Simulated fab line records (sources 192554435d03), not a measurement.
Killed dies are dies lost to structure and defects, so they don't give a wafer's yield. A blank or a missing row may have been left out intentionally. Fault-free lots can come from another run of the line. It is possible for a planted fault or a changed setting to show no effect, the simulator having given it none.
Struck lot and sound lot, side by side | flow n5_finfet | 18 out of 1938 route steps
Sound: wafers L697.1, L697.3, L697.5. The struck wafers were L700.1, L700.2, L700.6. The cause is named last.
At each step with rows: each side's tool, then ch and its chambers, then its first start. Under that, the readings that differ: sound wafers | struck wafers | difference of the means | sigmas: that difference in standard deviations of wafers without a fault.
alike: readings with means less than 2 such deviations apart, plus words and numbers identical on both sides. not compared: withheld readings, readings lacking a value on some wafer, bounds such as >300 that could conceal the same value, and numbers that have no deviation in the record and whose values overlap.
Wherever a step has rows on one side only, a row that says differs or no value, or a row with sigmas, the two part there. When numbers do not overlap yet have no deviation, they are printed without sigmas and do not part them. A reading missing from all wafers of one side parts the sides only when that side holds two or more wafers.

N5_FIN_SAQP_INSPECT_18: inspects for defects (brightfield).
  sound on defect_inspect-01, day 4 09:22; struck on defect_inspect-01, day 5 03:56
  alike: raw_defect_count
N5_FIN_SAQP_DESCUM_21: chemistry O2, time 7.9 s.
  sound on rie_diel-06 ch 0,2,3, day 4 09:41; struck on rie_diel-03 ch 0,1,2, day 5 03:58
  alike: drypump_motor_current_A, oes_product_au, rf_vpp_V, showerhead_plenum_p_Torr, throttle_valve_pct
  not compared: rf_hours_counter_h
N5_FIN_SAQP_ETCH_51: etches SiARC in CF4, target depth 45.5 nm, time 75.8 s.
  sound on rie_diel-06 ch 0,2,3, day 4 09:43; struck on rie_diel-03 ch 0,1,2, day 5 04:00
  alike: drypump_motor_current_A, etch_rf_on_time_s, oes_product_au, rf_vpp_V, showerhead_plenum_p_Torr, throttle_valve_pct
  not compared: rf_hours_counter_h
then, 2 steps without rows for these wafers: N5_FIN_SAQP_ETCH_52 (etches SOC in N2/H2, target depth 100 nm, overetch 20 nm, time 150 s); N5_FIN_SAQP_STRIP_53 (strips in N2/H2).
N5_FIN_SAQP_HM_OPEN_73: chemistry CHF3/O2, target SiO2, stops on a-Si, target depth 12 nm, time 16.8 s.
  sound on rie_diel-06 ch 0,2,3, day 4 09:53; struck on rie_diel-03 ch 0,1,2, day 5 04:10
  alike: drypump_motor_current_A, oes_product_au, rf_vpp_V, showerhead_plenum_p_Torr, throttle_valve_pct
  not compared: rf_hours_counter_h
then, 2 steps without rows for these wafers: N5_FIN_SAQP_STRIP_74 (strips in CHF3/O2); N5_FIN_SAQP_MANDREL_ETCH_22 (etches a-Si in HBr/Cl2, stops on SiNx, target depth 60 nm, bt time 10 s, time 30 s).
N5_FIN_SAQP_STRIP_55: strips in N2/H2.
  sound on rie_diel-06 ch 0,2,3, day 4 10:06; struck on rie_diel-03 ch 0,1, day 5 04:40
  alike: drypump_motor_current_A, oes_product_au, rf_vpp_V, showerhead_plenum_p_Torr, throttle_valve_pct
  not compared: rf_hours_counter_h
then, 3 steps without rows for these wafers: N5_FIN_SAQP_STRIP_23 (strips in SPM, time 750 s); N5_FIN_SAQP_SRD_66 (time 30 s); N5_FIN_SAQP_RECESS_75 (chemistry HF/NH3, target SiO2, target depth 14.4 nm, afs cycles 3, sublimation time 60 s).
N5_FIN_SAQP_SPACER1_ALD_24: deposits SiO2, target thk 20.3 nm, pulse time 1 s, purge time 2 s.
  sound on ald_sin-02 ch 0,1, day 4 10:49; struck on ald_sin-01 ch 0,1,2, day 5 05:22
  reading                                           | sound                | struck               | difference | sigmas
  susceptor_temp_C (C)                              | 299.96 300.25 300.03 | 320.20 320.20 320.12 | +20.09     | +96
  model.SiO2_of_FIN_SAQP_SPACER1_ALD_24.thk_nm (nm) | 20.2 20.2 20.4       | 19.6 19.8 19.6       | -0.6       |
  alike: heater_power_w, precursor_pulse_height_rel
N5_FIN_SAQP_SPACER1_ETCHBACK_25: etches SiO2 in CHF3/O2, target depth 24.4 nm, time 12.2 s.
  sound on rie_diel-03 ch 1,3, day 4 11:31; struck on rie_diel-03 ch 0,2, day 5 06:07
  alike: drypump_motor_current_A, oes_product_au, rf_vpp_V, showerhead_plenum_p_Torr, throttle_valve_pct
  not compared: rf_hours_counter_h
N5_FIN_SAQP_MANDREL1_REMOVE_56: chemistry HBr/Cl2/O2, target a-Si, stops on SiNx, bt time 10 s.
  sound on rie_si-04 ch 1,2,3, day 4 11:37; struck on rie_si-04 ch 0,1,3, day 5 06:13
  reading                   | sound          | struck         | difference | sigmas
  model.FIN_SAQP.cd_nm (nm) | 20.2 20.4 20.2 | 19.8 19.6 19.6 | -0.6       |
  alike: drypump_motor_current_A, mfc_cl2_sccm, oes_product_au, throttle_valve_pct
  not compared: rf_hours_counter_h
N5_FIN_SAQP_CD_MEAS_27: target cd 20 nm.
  sound on cd_sem-02 ch 0, day 4 11:43; struck on cd_sem-03 ch 0, day 5 06:19
  reading    | sound             | struck            | difference | sigmas
  cd_nm (nm) | 20.53 20.24 20.37 | 19.74 19.76 19.50 | -0.71      | -3
then, 1 step without rows for these wafers: N5_FIN_SAQP_ETCH_57 (etches SiNx in CH3F/O2, target depth 32.5 nm, time 46.4 s).
-- the record jumps here: 6 days lie between the struck wafers' starts before and after (it left off in module FIN_SAQP and takes up again in module BEOL_M4, whose first step shown is number 1111 of the route) --
N5_BEOL_M4_RC_MEAS_101:
  sound on prober-02 ch 0, day 11 04:40; struck on prober-01 ch 0, day 11 06:30
  alike: DIBL_N, DIBL_P, IOFF_N, IOFF_P, ION_N, ION_P, SS_N, SS_P, VT_N, VT_P

## WHERE THEY PART
First at N5_FIN_SAQP_SPACER1_ALD_24; last, within this record, at N5_FIN_SAQP_CD_MEAS_27. Later steps at which nothing parts them and some readings are alike: N5_BEOL_M4_RC_MEAS_101.

WHY: the cause the simulator had injected
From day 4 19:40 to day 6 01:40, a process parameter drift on ald_sin-01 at N5_FIN_SAQP_SPACER1_ALD_24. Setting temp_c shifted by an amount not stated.
